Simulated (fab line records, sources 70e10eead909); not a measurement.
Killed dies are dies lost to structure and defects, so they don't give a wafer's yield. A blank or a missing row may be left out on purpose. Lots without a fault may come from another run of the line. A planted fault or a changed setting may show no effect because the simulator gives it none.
Which tool did it? | flow nand_harc | 23 lots, 69 wafers sampled, at 6 steps of a route of 1302

WHAT THE GAUGES READ, wafer by wafer
NHARC_A_SLIT_INSPECT_11. Usual: raw_defect_count 62, standard deviation 35.
lot  | measured     | on                | raw_defect_count | flag
L074 | day 19 18:01 | defect_inspect-02 | 73 55 52         |
L077 | day 20 12:43 | defect_inspect-02 | 25 17 17         |
L076 | day 20 11:46 | defect_inspect-02 | 111 124 117      |
L078 | day 21 02:04 | defect_inspect-01 | 114 101 108      |
L080 | day 21 12:03 | defect_inspect-01 | 89 84 92         |
L081 | day 22 11:38 | defect_inspect-02 | 98 127 114       |
L079 | day 22 11:54 | defect_inspect-02 | 64 60 66         |
L083 | day 23 08:20 | defect_inspect-02 | 24 24 26         |
L082 | day 23 06:58 | defect_inspect-01 | 112 109 140      |
L084 | day 24 07:37 | defect_inspect-01 | 16 11 13         |
L085 | day 24 18:04 | defect_inspect-01 | 40 30 42         |
L087 | day 24 18:20 | defect_inspect-01 | 57 54 55         |
L086 | day 25 03:55 | defect_inspect-02 | 43 36 40         |
L088 | day 25 17:35 | defect_inspect-02 | 92 74 83         |
L089 | day 25 16:39 | defect_inspect-02 | 18 19 29         |
L090 | day 26 12:40 | defect_inspect-01 | 104 88 86        |
L091 | day 26 12:49 | defect_inspect-01 | 22 34 24         |
L093 | day 27 03:31 | defect_inspect-01 | 23 23 21         |
L092 | day 27 00:44 | defect_inspect-02 | 51 56 48         |
L094 | day 28 07:10 | defect_inspect-02 | 48 41 44         |
L095 | day 28 06:39 | defect_inspect-01 | 59 79 89         |
L097 | day 28 12:58 | defect_inspect-01 | 44 50 65         |
L096 | day 28 21:31 | defect_inspect-01 | 33 34 30         |

WHICH TOOL RAN EACH LOT (tool, then ch and the chambers of the sampled wafers, then the start)
lot  | NHARC_A_STAIRCASE_DESCUM_291       | NHARC_A_STAIRCASE_ETCH_315                    | NHARC_A_STAIRCASE_ALD_420        | NHARC_A_STAIRCASE_DESCUM_443       | NHARC_A_STAIRCASE_ETCHBACK_422
L074 | rie_diel-09 ch 0,1,3, day 16 18:16 | rie_diel-10 ch 1,2,3, day 17 06:24 or earlier | ald_hk-01 ch 1,2, day 17 06:24   | rie_diel-02 ch 0,2,3, day 18 12:44 | rie_diel-02 ch 1,2,3, day 18 18:35
L077 | rie_diel-09 ch 0,3, day 17 15:07   | rie_diel-10 ch 0,3, day 18 04:17 or earlier   | ald_hk-03 ch 0,1, day 18 04:17   | rie_diel-10 ch 1,2,3, day 19 15:24 | rie_diel-10 ch 2,3, day 19 21:10
L076 | rie_diel-10 ch 0,1,3, day 17 15:55 | rie_diel-02 ch 1,2,3, day 18 06:38 or earlier | ald_hk-04 ch 0,1,2, day 18 06:38 | rie_diel-02 ch 1,2,3, day 19 15:14 | rie_diel-09 ch 0,1,3, day 19 21:00
L078 | rie_diel-10 ch 1,2,3, day 18 05:14 | rie_diel-02 ch 0,1,3, day 18 22:50 or earlier | ald_hk-04 ch 1,3, day 18 22:50   | rie_diel-02 ch 0,3, day 20 05:57   | rie_diel-10 ch 1,3, day 20 11:43
L080 | rie_diel-09 ch 0,1,3, day 18 15:54 | rie_diel-10 ch 0,2,3, day 19 04:41 or earlier | ald_hk-01 ch 1,2,3, day 19 04:41 | rie_diel-10 ch 0,1,3, day 20 12:37 | rie_diel-10 ch 0,1,3, day 20 19:38
L081 | rie_diel-02 ch 0,1,2, day 19 05:47 | rie_diel-09 ch 0,1,3, day 20 02:07 or earlier | ald_hk-03 ch 1,2,3, day 20 02:07 | rie_diel-09 ch 1,2,3, day 21 15:50 | rie_diel-02 ch 0,1,3, day 21 21:44
L079 | rie_diel-02 ch 1,2, day 19 10:00   | rie_diel-09 ch 0,1,2, day 20 05:05 or earlier | ald_hk-01 ch 0,1,2, day 20 05:05 | rie_diel-02 ch 0,1,3, day 21 16:01 | rie_diel-10 ch 1,3, day 21 22:11
L083 | rie_diel-10 ch 0,1, day 20 06:28   | rie_diel-10 ch 0,1, day 20 22:23 or earlier   | ald_hk-03 ch 0,1,3, day 20 22:23 | rie_diel-09 ch 0,2, day 22 11:25   | rie_diel-10 ch 1,2,3, day 22 18:24
L082 | rie_diel-09 ch 2,3, day 20 09:13   | rie_diel-09 ch 0,1,3, day 20 23:01 or earlier | ald_hk-03 ch 0,1,3, day 20 23:01 | rie_diel-02 ch 1,2,3, day 22 11:16 | rie_diel-02 ch 1,2,3, day 22 17:06
L084 | rie_diel-09 ch 0,3, day 21 04:01   | rie_diel-10 ch 1,2,3, day 21 19:22 or earlier | ald_hk-01 ch 0,2,3, day 21 19:22 | rie_diel-10 ch 1,2, day 23 10:41   | rie_diel-10 ch 0,3, day 23 16:32
L085 | rie_diel-02 ch 0,1,2, day 21 13:53 | rie_diel-02 ch 2,3, day 22 06:20 or earlier   | ald_hk-01 ch 0,1,2, day 22 06:20 | rie_diel-02 ch 0,1,3, day 23 19:33 | rie_diel-10 ch 1,2,3, day 24 01:31
L087 | rie_diel-02 ch 1,2, day 21 15:34   | rie_diel-10 ch 0,2, day 22 08:10 or earlier   | ald_hk-01 ch 0,1, day 22 08:10   | rie_diel-09 ch 0,2, day 23 19:46   | rie_diel-09 ch 0,1,2, day 24 01:43
L086 | rie_diel-10 ch 1,2, day 21 20:34   | rie_diel-09 ch 0,3, day 22 12:58 or earlier   | ald_hk-04 ch 0,1,2, day 22 12:58 | rie_diel-02 ch 0,2, day 24 02:56   | rie_diel-09 ch 0,2,3, day 24 09:38
L088 | rie_diel-10 ch 0,1,3, day 22 19:49 | rie_diel-02 ch 0,3, day 23 08:22 or earlier   | ald_hk-03 ch 0,3, day 23 08:22   | rie_diel-09 ch 2,3, day 24 20:13   | rie_diel-09 ch 1,2,3, day 25 02:03
L089 | rie_diel-10 ch 0,1,3, day 22 20:11 | rie_diel-02 ch 0,1,2, day 23 12:32 or earlier | ald_hk-04 ch 0,1,2, day 23 12:32 | rie_diel-10 ch 2,3, day 24 20:23   | rie_diel-10 ch 2,3, day 25 02:18
L090 | rie_diel-09 ch 0,1,2, day 23 12:26 | rie_diel-02 ch 0,2,3, day 24 01:29 or earlier | ald_hk-01 ch 0,1,3, day 24 01:29 | rie_diel-02 ch 1,2,3, day 25 15:06 | rie_diel-10 ch 1,2,3, day 25 20:58
L091 | rie_diel-02 ch 1,2,3, day 23 14:19 | rie_diel-09 ch 1,2,3, day 24 05:07 or earlier | ald_hk-03 ch 0,1,3, day 24 05:07 | rie_diel-10 ch 0,1,3, day 25 15:19 | rie_diel-09 ch 1,2,3, day 25 21:08
L093 | rie_diel-02 ch 0,1,3, day 24 00:42 | rie_diel-10 ch 0,2,3, day 24 15:07 or earlier | ald_hk-01 ch 1,2,3, day 24 15:07 | rie_diel-09 ch 0,1,3, day 26 01:31 | rie_diel-10 ch 0,1,3, day 26 07:31
L092 | rie_diel-09 ch 0,1, day 24 06:08   | rie_diel-02 ch 0,2, day 24 12:17              | ald_hk-04 ch 0,1,2, day 24 19:19 | rie_diel-02 ch 0,1,3, day 26 01:16 | rie_diel-09 ch 0,2,3, day 26 07:07
L094 | rie_diel-02 ch 0,2,3, day 25 06:52 | rie_diel-09 ch 0,2,3, day 25 19:17 or earlier | ald_hk-03 ch 0,1,2, day 25 19:17 | rie_diel-10 ch 0,1,2, day 27 06:14 | rie_diel-10 ch 2,3, day 27 12:06
L095 | rie_diel-10 ch 1,2,3, day 25 07:28 | rie_diel-02 ch 0,2,3, day 25 19:17 or earlier | ald_hk-04 ch 0,2,3, day 25 19:17 | rie_diel-02 ch 1,3, day 27 06:24   | rie_diel-02 ch 0,2,3, day 27 12:17
L097 | rie_diel-09 ch 0,1,2, day 25 18:59 | rie_diel-09 ch 1,2,3, day 26 07:29 or earlier | ald_hk-01 ch 0,1,3, day 26 07:29 | rie_diel-09 ch 1,3, day 27 14:49   | rie_diel-10 ch 0,2,3, day 27 22:01
L096 | rie_diel-10 ch 0,1,2, day 25 19:51 | rie_diel-09 ch 0,2,3, day 26 11:32 or earlier | ald_hk-01 ch 0,1,2, day 26 11:32 | rie_diel-02 ch 0,1, day 27 22:26   | rie_diel-10 ch 0,1,3, day 28 04:31
- NHARC_A_STAIRCASE_DESCUM_291: chemistry O2, time 3 s.
- NHARC_A_STAIRCASE_ETCH_315: etches the open film in C4F8/O2/Ar, target depth 2500 nm, time 607.1 s.
- NHARC_A_STAIRCASE_ALD_420: deposits SiO2, target thk 20 nm, pulse time 6 s, ald cycles 200.
- NHARC_A_STAIRCASE_DESCUM_443: chemistry O2, time 3 s.
- NHARC_A_STAIRCASE_ETCHBACK_422: etches the open film in CH3F/O2, target depth 40 nm, time 74.286 s.

WHAT THE TOOLS THEMSELVES READ (means of the sampled wafers that have a number; where no wafer has one, the mark that the record gives instead)
NHARC_A_STAIRCASE_DESCUM_291. Usual: drypump_motor_current_A 5.9 A, standard deviation 0.38; mfc_ar_sccm 0.012 sccm, standard deviation 0.014; oes_product_au 0.998 a.u., standard deviation 0.0097; rf_vpp_V 57.8 V, standard deviation 0.92; showerhead_plenum_p_Torr 1.90 Torr, standard deviation 0.071; throttle_valve_pct 11.312 %, standard deviation 0.0089.
lot  | tool        | drypump_motor_current_A (A) | mfc_ar_sccm (sccm) | oes_product_au (a.u.) | rf_vpp_V (V) | showerhead_plenum_p_Torr (Torr) | throttle_valve_pct (%) | flag
L074 | rie_diel-09 | 6.0                         | 0.030              | 0.994                 | 58.1         | 1.89                            | 11.305                 |
L077 | rie_diel-09 | 5.9                         | 0.028              | 0.989                 | 57.1         | 1.90                            | 11.320                 |
L076 | rie_diel-10 | 5.7                         | 0.001              | 0.991                 | 57.0         | 1.90                            | 11.309                 |
L078 | rie_diel-10 | 5.7                         | 0.002              | 0.992                 | 57.2         | 1.90                            | 11.315                 |
L080 | rie_diel-09 | 6.1                         | 0.030              | 1.003                 | 57.8         | 1.89                            | 11.312                 |
L081 | rie_diel-02 | 6.1                         | 0.014              | 0.993                 | 59.4         | 2.02                            | 11.317                 |
L079 | rie_diel-02 | 6.0                         | 0.017              | 0.999                 | 58.8         | 1.99                            | 11.308                 |
L083 | rie_diel-10 | 5.2                         | 0.001              | 1.010                 | 58.2         | 1.91                            | 11.311                 |
L082 | rie_diel-09 | 6.0                         | 0.024              | 1.002                 | 57.9         | 1.83                            | 11.307                 |
L084 | rie_diel-09 | 5.9                         | 0.022              | 0.995                 | 57.6         | 1.89                            | 11.312                 |
L085 | rie_diel-02 | 6.1                         | 0.014              | 0.997                 | 57.8         | 2.02                            | 11.311                 |
L087 | rie_diel-02 | 6.2                         | 0.009              | 0.993                 | 57.7         | 2.01                            | 11.320                 |
L086 | rie_diel-10 | 5.2                         | 0.002              | 1.009                 | 58.0         | 1.91                            | 11.318                 |
L088 | rie_diel-10 | 5.6                         | 0.001              | 0.992                 | 57.5         | 1.88                            | 11.315                 |
L089 | rie_diel-10 | 5.7                         | 0.001              | 0.992                 | 57.6         | 1.88                            | 11.318                 |
L090 | rie_diel-09 | 6.1                         | 0.024              | 1.003                 | 58.9         | 1.84                            | 11.314                 |
L091 | rie_diel-02 | 6.0                         | 0.009              | 1.000                 | 58.3         | 1.94                            | 11.293                 |
L093 | rie_diel-02 | 5.8                         | 0.014              | 1.002                 | 57.8         | 1.94                            | 11.313                 |
L092 | rie_diel-09 | 6.1                         | 0.031              | 1.004                 | 57.6         | 1.86                            | 11.305                 |
L094 | rie_diel-02 | 6.0                         | 0.006              | 0.994                 | 57.1         | 1.97                            | 11.307                 |
L095 | rie_diel-10 | 5.7                         | 0.002              | 1.001                 | 57.7         | 1.88                            | 11.307                 |
L097 | rie_diel-09 | 6.1                         | 0.024              | 1.014                 | 57.6         | 1.83                            | 11.312                 |
L096 | rie_diel-10 | 5.5                         | 0.002              | 1.002                 | 58.3         | 1.88                            | 11.315                 |

NHARC_A_STAIRCASE_ETCH_315. Usual: oes_product_au 0.932 a.u., standard deviation 0.012; rf_vpp_V 1826 V, standard deviation 9.9.
lot  | tool        | oes_product_au (a.u.) | rf_vpp_V (V) | flag
L074 | rie_diel-10 | 0.933                 | 1825         |
L077 | rie_diel-10 | 0.934                 | 1822         |
L076 | rie_diel-02 | 0.938                 | 1833         |
L078 | rie_diel-02 | 0.931                 | 1832         |
L080 | rie_diel-10 | 0.939                 | 1822         |
L081 | rie_diel-09 | 0.927                 | 1825         |
L079 | rie_diel-09 | 0.929                 | 1819         |
L083 | rie_diel-10 | 0.937                 | 1826         |
L082 | rie_diel-09 | 0.921                 | 1823         |
L084 | rie_diel-10 | 0.946                 | 1824         |
L085 | rie_diel-02 | 0.919                 | 1834         |
L087 | rie_diel-10 | 0.934                 | 1820         |
L086 | rie_diel-09 | 0.939                 | 1824         |
L088 | rie_diel-02 | 0.926                 | 1825         |
L089 | rie_diel-02 | 0.924                 | 1839         |
L090 | rie_diel-02 | 0.926                 | 1835         |
L091 | rie_diel-09 | 0.928                 | 1817         |
L093 | rie_diel-10 | 0.929                 | 1821         |
L092 | rie_diel-02 | 0.931                 | 1843         |
L094 | rie_diel-09 | 0.936                 | 1819         |
L095 | rie_diel-02 | 0.937                 | 1834         |
L097 | rie_diel-09 | 0.941                 | 1818         |
L096 | rie_diel-09 | 0.940                 | 1819         |

NHARC_A_STAIRCASE_ALD_420. Usual: heater_power_w 443 W, standard deviation 45; precursor_pulse_height_rel 0.999, standard deviation 0.021.
lot  | tool      | heater_power_w (W) | precursor_pulse_height_rel | flag
L074 | ald_hk-01 | 418                | 1.015                      |
L077 | ald_hk-03 | 401                | 0.998                      |
L076 | ald_hk-04 | 483                | 0.984                      |
L078 | ald_hk-04 | 488                | 1.000                      |
L080 | ald_hk-01 | 425                | 1.014                      |
L081 | ald_hk-03 | 406                | 1.005                      |
L079 | ald_hk-01 | 455                | 1.011                      |
L083 | ald_hk-03 | 404                | 1.001                      |
L082 | ald_hk-03 | 410                | 0.989                      |
L084 | ald_hk-01 | 438                | 0.998                      |
L085 | ald_hk-01 | 442                | 1.011                      |
L087 | ald_hk-01 | 463                | 0.986                      |
L086 | ald_hk-04 | 477                | 0.984                      |
L088 | ald_hk-03 | 437                | 0.980                      |
L089 | ald_hk-04 | 475                | 0.996                      |
L090 | ald_hk-01 | 443                | 1.014                      |
L091 | ald_hk-03 | 409                | 0.986                      |
L093 | ald_hk-01 | 420                | 0.993                      |
L092 | ald_hk-04 | 477                | 1.006                      |
L094 | ald_hk-03 | 405                | 1.006                      |
L095 | ald_hk-04 | 490                | 0.996                      |
L097 | ald_hk-01 | 449                | 0.986                      |
L096 | ald_hk-01 | 437                | 0.997                      |

NHARC_A_STAIRCASE_DESCUM_443. Usual: drypump_motor_current_A 5.9 A, standard deviation 0.37; mfc_ar_sccm 0.013 sccm, standard deviation 0.013; oes_product_au 1.000 a.u., standard deviation 0.012; rf_vpp_V 57.8 V, standard deviation 0.87; showerhead_plenum_p_Torr 1.91 Torr, standard deviation 0.082; throttle_valve_pct 11.311 %, standard deviation 0.0093.
lot  | tool        | drypump_motor_current_A (A) | mfc_ar_sccm (sccm) | oes_product_au (a.u.) | rf_vpp_V (V) | showerhead_plenum_p_Torr (Torr) | throttle_valve_pct (%) | flag
L074 | rie_diel-02 | 6.0                         | 0.006              | 0.998                 | 58.6         | 1.98                            | 11.318                 |
L077 | rie_diel-10 | 5.6                         | 0.002              | 0.995                 | 58.2         | 1.90                            | 11.319                 |
L076 | rie_diel-02 | 5.9                         | 0.009              | 0.997                 | 59.0         | 1.95                            | 11.314                 |
L078 | rie_diel-02 | 5.9                         | 0.011              | 0.998                 | 57.6         | 1.98                            | 11.309                 |
L080 | rie_diel-10 | 5.6                         | 0.001              | 1.000                 | 57.9         | 1.89                            | 11.304                 |
L081 | rie_diel-09 | 6.0                         | 0.031              | 1.001                 | 58.1         | 1.85                            | 11.311                 |
L079 | rie_diel-02 | 5.8                         | 0.014              | 0.989                 | 58.1         | 1.95                            | 11.305                 |
L083 | rie_diel-09 | 6.1                         | 0.016              | 1.025                 | 57.5         | 1.85                            | 11.313                 |
L082 | rie_diel-02 | 5.9                         | 0.009              | 1.003                 | 58.0         | 1.94                            | 11.305                 |
L084 | rie_diel-10 | 5.5                         | 0.003              | 1.007                 | 57.8         | 1.89                            | 11.305                 |
L085 | rie_diel-02 | 5.8                         | 0.014              | 1.001                 | 58.0         | 1.94                            | 11.297                 |
L087 | rie_diel-09 | 6.0                         | 0.016              | 1.022                 | 57.2         | 1.85                            | 11.308                 |
L086 | rie_diel-02 | 6.3                         | 0.005              | 0.990                 | 58.7         | 2.04                            | 11.307                 |
L088 | rie_diel-09 | 6.1                         | 0.024              | 1.007                 | 56.9         | 1.82                            | 11.307                 |
L089 | rie_diel-10 | 5.9                         | 0.002              | 1.005                 | 57.0         | 1.87                            | 11.310                 |
L090 | rie_diel-02 | 5.9                         | 0.009              | 1.011                 | 57.5         | 1.94                            | 11.308                 |
L091 | rie_diel-10 | 5.7                         | 0.001              | 0.992                 | 57.5         | 1.88                            | 11.311                 |
L093 | rie_diel-09 | 6.0                         | 0.030              | 0.999                 | 58.7         | 1.87                            | 11.314                 |
L092 | rie_diel-02 | 5.8                         | 0.014              | 0.997                 | 58.2         | 1.94                            | 11.316                 |
L094 | rie_diel-10 | 5.5                         | 0.002              | 0.989                 | 57.9         | 1.88                            | 11.316                 |
L095 | rie_diel-02 | 5.6                         | 0.009              | 0.998                 | 57.8         | 1.87                            | 11.311                 |
L097 | rie_diel-09 | 6.1                         | 0.038              | 0.989                 | 57.3         | 1.86                            | 11.313                 |
L096 | rie_diel-02 | 6.0                         | 0.019              | 0.993                 | 57.7         | 2.00                            | 11.307                 |

NHARC_A_STAIRCASE_ETCHBACK_422. Usual: drypump_motor_current_A 5.9 A, standard deviation 0.4; mfc_ar_sccm 200.0 sccm, standard deviation 0.59; oes_product_au 0.96 a.u., standard deviation 0.038; rf_vpp_V 244.0 V, standard deviation 1.4; showerhead_plenum_p_Torr 2.43 Torr, standard deviation 0.08; throttle_valve_pct 20.663 %, standard deviation 0.0085.
lot  | tool        | drypump_motor_current_A (A) | mfc_ar_sccm (sccm) | oes_product_au (a.u.) | rf_vpp_V (V) | showerhead_plenum_p_Torr (Torr) | throttle_valve_pct (%) | flag
L074 | rie_diel-02 | 5.9                         | 200.4              | 1.00                  | 245.1        | 2.51                            | 20.665                 |
L077 | rie_diel-10 | 6.1                         | 200.4              | 0.97                  | 243.7        | 2.41                            | 20.663                 |
L076 | rie_diel-09 | 6.0                         | 199.8              | 0.93                  | 244.0        | 2.42                            | 20.663                 |
L078 | rie_diel-10 | 5.8                         | 200.6              | 1.01                  | 244.4        | 2.44                            | 20.665                 |
L080 | rie_diel-10 | 5.6                         | 199.5              | 1.00                  | 243.4        | 2.43                            | 20.664                 |
L081 | rie_diel-02 | 5.8                         | 200.0              | 0.92                  | 245.3        | 2.50                            | 20.666                 |
L079 | rie_diel-10 | 5.4                         | 200.0              | 0.99                  | 243.3        | 2.45                            | 20.663                 |
L083 | rie_diel-10 | 5.7                         | 199.8              | 0.92                  | 244.3        | 2.43                            | 20.656                 |
L082 | rie_diel-02 | 5.9                         | 199.8              | 1.00                  | 245.8        | 2.50                            | 20.670                 |
L084 | rie_diel-10 | 5.9                         | 201.0              | 0.98                  | 243.3        | 2.39                            | 20.657                 |
L085 | rie_diel-10 | 5.6                         | 200.6              | 0.92                  | 245.0        | 2.43                            | 20.665                 |
L087 | rie_diel-09 | 6.2                         | 200.1              | 1.01                  | 243.1        | 2.37                            | 20.666                 |
L086 | rie_diel-09 | 6.0                         | 200.5              | 0.93                  | 243.8        | 2.38                            | 20.661                 |
L088 | rie_diel-09 | 6.0                         | 199.5              | 1.00                  | 243.0        | 2.37                            | 20.664                 |
L089 | rie_diel-10 | 5.9                         | 199.7              | 0.92                  | 243.9        | 2.40                            | 20.665                 |
L090 | rie_diel-10 | 5.6                         | 200.2              | 0.92                  | 244.1        | 2.42                            | 20.663                 |
L091 | rie_diel-09 | 6.1                         | 200.1              | 0.93                  | 243.3        | 2.37                            | 20.661                 |
L093 | rie_diel-10 | 5.7                         | 200.2              | 0.99                  | 243.9        | 2.41                            | 20.676                 |
L092 | rie_diel-09 | 6.0                         | 200.1              | 0.94                  | 243.9        | 2.37                            | 20.655                 |
L094 | rie_diel-10 | 6.0                         | 199.9              | 0.91                  | 243.3        | 2.39                            | 20.659                 |
L095 | rie_diel-02 | 6.0                         | 200.1              | 1.00                  | 245.7        | 2.52                            | 20.660                 |
L097 | rie_diel-10 | 5.9                         | 200.1              | 0.99                  | 242.8        | 2.38                            | 20.665                 |
L096 | rie_diel-10 | 5.7                         | 199.8              | 0.99                  | 244.1        | 2.41                            | 20.659                 |

THE ANSWER, worked out from the rows above alone
Rule: a lot is off if the mean of its wafers that have a number lies more than 3 standard deviations from the usual mean. A lot without any number at a reading at which 4 lots or more have one is off too. The other lots that the step has rows for count as sound. The gauges are gone through in route order, then the tools' own readings, and for those a lot's mean is taken as printed above. The first step at which some lot is off is used, and at that step the reading that is off furthest; a lot without a number counts as furthest.
No lot is off at any reading shown: from this, nothing can be told.

WHAT THE SIMULATOR HAD PUT IN
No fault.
